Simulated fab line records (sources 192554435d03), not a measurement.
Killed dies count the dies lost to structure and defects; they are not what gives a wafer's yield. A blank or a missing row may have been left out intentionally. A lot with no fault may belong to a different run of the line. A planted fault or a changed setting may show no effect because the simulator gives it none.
Comparing a struck lot with a sound one || flow n5_finfet || 16 steps out of a route of 1938
Sound: these wafers, L951.1, L951.5, L951.6. Struck: wafer L971.6; the same lot's L971.4 was not struck, so it is left out; see the end for the cause.
At each step with rows: each side's tool, then ch and its chambers, then its first start. Under that, the readings that differ: sound wafers || struck wafers || difference of the means || sigmas: that difference in standard deviations of wafers without a fault.
alike: readings whose means differ by less than 2 such deviations, and words and numbers that are the same on both sides. not compared: withheld readings, readings that some wafer has no value for, bounds like >300 that may hide the same value, and numbers for which the record gives no deviation and whose values overlap.
A row with sigmas, a row that says differs or no value, or rows on one side alone: a step with any of these is where the two part. When numbers do not overlap yet have no deviation, they are printed without sigmas and do not part them. Lack of a reading on every wafer of one side parts them only where that side has two or more wafers.

first, 4 steps without rows for these wafers: N5_BEOL_M9_HM_STRIP_39 (strips TiN in peroxide tin strip, target depth 25 nm, time 158 s); N5_BEOL_M9_SRD_40 (time 30 s); N5_BEOL_M9_PRECLEAN_42 (cleans in residue remover, time 60 s); N5_BEOL_M9_SRD_43 (time 30 s).
N5_BEOL_M9_CD_MEAS_35: target cd 70 nm, target cd y 40 nm.
  struck on cd_sem-03, day 15 14:07; sound on cd_sem-02, day 9 11:37
  alike: cd_nm
then, 2 steps without rows for these wafers: N5_BEOL_M9_CURE_72 (cures SiCOH lowk, time 120 s); N5_BEOL_M9_DEGAS_44 (time 60 s).
N5_BEOL_M9_PRE_CLEAN_45: time 30 s.
  struck on pvd_sputter-02, day 15 14:35; sound on pvd_sputter-03, day 9 12:22
  alike: heater_power_w, susceptor_temp_C
N5_BEOL_M9_ALD_74: deposits TaN, target thk 2 nm, pulse time 2 s, purge time 3 s.
  sound on ald_metal-01 ch 1,2,3, day 9 12:26; struck on ald_metal-01 ch 3, day 15 14:47
  alike: heater_power_w, susceptor_temp_C
N5_BEOL_M9_SURFACE_TREAT_79:
  struck on pvd_sputter-03, day 15 14:56; sound on pvd_sputter-03, day 9 12:51
  not compared: throttle_valve_pct
then, 1 step without rows for these wafers: N5_BEOL_M9_CVD_78 (deposits Co from CCTBA/H2, target thk 2 nm, time 138.9 s).
N5_BEOL_M9_SPUTTER_48: material Cu, target thk 12 nm, time 2 s.
  struck on pvd_sputter-03, day 15 15:20; sound on pvd_sputter-01, day 9 13:10
  alike: chuck_sensor_temp_C, substrate_temp_c, susceptor_temp_C, throttle_valve_pct
N5_BEOL_M9_ECD_50: material Cu, target thk 318 nm.
  sound on ecd_cu-01 ch 0,1, day 9 13:22; struck on ecd_cu-02 ch 1, day 15 15:29
{"reading": "model.Cu_of_BEOL_M9_ECD_50.thk_nm (nm)", "sound": "313.6 315 312.2", "struck": 548.6, "difference": "+235.0", "sigmas": ""}
N5_BEOL_M9_ANNEAL_51: time 90 s.
  sound on rtp_anneal-01 ch 0, day 9 13:29; struck on rtp_anneal-01 ch 0, day 15 15:42
  alike: wafer_temp_C_max
N5_BEOL_M9_CMP_52: polishes, stops on SiCOH lowk, t overpolish 7 s, target thk 140 nm.
  sound on cmp-01 ch 0,2,3, day 9 13:51; struck on cmp-04 ch 1, day 15 15:52
{"reading": "time_to_endpoint_s (s)", "sound": "60 59 58", "struck": 106, "difference": "+47", "sigmas": "+14"}
  alike: head_pressure_psi, motor_current_A
N5_BEOL_M9_THK_MEAS_53: measures by xrf.
  struck on film_metro-02, day 15 16:10; sound on film_metro-02, day 9 14:04
  alike: M9_THK

WHERE THEY PART
At N5_BEOL_M9_CMP_52 and nowhere else, as far as this record goes. Later steps at which nothing parts them and some readings are alike: N5_BEOL_M9_THK_MEAS_53.

WHY: what had been put in by the simulator
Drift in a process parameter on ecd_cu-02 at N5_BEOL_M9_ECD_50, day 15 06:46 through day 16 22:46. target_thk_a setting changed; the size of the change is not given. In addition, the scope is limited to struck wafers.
